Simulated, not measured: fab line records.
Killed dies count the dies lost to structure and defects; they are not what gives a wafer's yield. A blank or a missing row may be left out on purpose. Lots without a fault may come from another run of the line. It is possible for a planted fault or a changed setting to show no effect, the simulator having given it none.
Comparing a struck lot with a sound one    flow nandHarc    15 steps out of a route of 1159
Sound: the wafers L467.1, L467.2, L467.4. Wafers struck: L463.4, L463.5, L463.6. The cause comes at the end.
For every step that has rows: the tool of each side, followed by ch and its chambers, followed by its first start. Under that, the readings that differ: sound wafers    struck wafers    difference of the means    sigmas: that difference in standard deviations of wafers without a fault.
alike: same words and numbers on both sides, and readings whose means sit less than 2 such deviations apart. not compared: any withheld reading, any reading some wafer has no value for, any bound like >300 that may hide the same value, and any number with overlapping values for which the record gives no deviation.
A row with sigmas, a row that says differs or no value, or rows on one side alone: a step with any of these is where the two part. Non-overlapping numbers with no deviation appear without sigmas and do not part them. A reading missing from all wafers of one side parts the sides only when that side holds two or more wafers.

NHARC_P_M2_ETCH_35: etches the open film in N2/H2, target depth 40 nm, overetch 12 nm, time 43.94 s.
  sound on rieDiel-13 ch 0,1,3, day 10 09:31; struck on rieDiel-09 ch 2,3, day 9 11:06
  alike: chamberPressureMTorr, drypumpMotorCurrentA, oesProductAu, rfVppV, showerheadPlenumPTorr, throttleValvePct
  not compared: rfHoursCounterH
then, 1 step without rows for these wafers: NHARC_P_M2_ETCH_15 (etches the open film in C4F8/Ar, target depth 182.5 nm, time 91.2 s).
NHARC_P_M2_CD_MEAS_16:
  sound on cdSem-02 at day 10 09:44; struck on cdSem-02 at day 9 11:19
reading    sound              struck             difference  sigmas
cdNm (nm)  170.9 170.4 169.8  168.6 168.5 169.1  -1.6        -2
then, 1 step without rows for these wafers: NHARC_P_M2_STRIP_18 (strips in N2/H2).
NHARC_P_M2_ETCH_28: etches the open film in CF4/N2, target depth 30 nm, time 72.99 s.
  sound: rieDiel-13 ch 0,1,2; struck: rieDiel-10 ch 0,2,3
reading              sound              struck             difference                     sigmas
oesProductAu (a.u.)  1.023 1.017 1.016  0.998 0.987 0.986  -0.028                         -3
rfHoursCounterH (h)  4 4 4              - - -              no value on the struck wafers  
  alike: chamberPressureMTorr, drypumpMotorCurrentA, rfVppV, showerheadPlenumPTorr, throttleValvePct
then, 1 step without rows for these wafers: NHARC_P_M2_STRIP_19 (strips in post etch residue remover, time 600 s).
NHARC_P_M2_DEGAS_29: time 60 s.
  sound on pvdSputter-02 at day 10 10:31; struck on pvdSputter-02 at day 9 12:05
  alike: heaterPowerW
then, 2 steps without rows for these wafers: NHARC_P_M2_PRE_CLEAN_30 (time 30 s); NHARC_P_M2_PVD_20 (deposits TaN, target thk 5 nm, time 8.06 s).
NHARC_P_M2_PVD_21: deposits Cu, target thk 30 nm, time 20.49 s.
  sound on pvdSputter-02; struck on pvdSputter-02
  alike: substrateTempC, throttleValvePct
then, 1 step without rows for these wafers: NHARC_P_M2_ECD_22 (material Cu, target thk 400 nm).
NHARC_P_M2_ANNEAL_31: time 90 s.
  sound on rtpAnneal-01 ch 0, day 10 11:16; struck on rtpAnneal-01 ch 0, day 9 12:59
  alike: wafer_temp_C_max
NHARC_P_M2_CMP_23: polishes, t overpolish 20 s, target thk 144.3 nm.
  sound on cmp-02 ch 0,2,3, day 10 11:38; struck on cmp-01 ch 0,2,3, day 9 13:16
  no value came back on the struck wafers for edgeZonePressureFrac, motorCurrentA (A), timeToEndpointS (s); on the sound wafers edgeZonePressureFrac reads 1.008 0.998 0.997
NHARC_P_M2_THK_MEAS_24: measures by xrf.
  sound on filmMetro-02 at day 10 11:58; struck on filmMetro-01 at day 9 13:30
reading     sound              struck             difference  sigmas
thkNm (nm)  144.6 144.9 141.6  402.1 397.4 401.2  +256.5      +99 or more
then, 1 step without rows for these wafers: NHARC_P_M2_SRD_25.

## WHERE THEY PART
First at NHARC_P_M2_CD_MEAS_16; last, within this record, at NHARC_P_M2_THK_MEAS_24.

WHY: whatever the simulator had introduced
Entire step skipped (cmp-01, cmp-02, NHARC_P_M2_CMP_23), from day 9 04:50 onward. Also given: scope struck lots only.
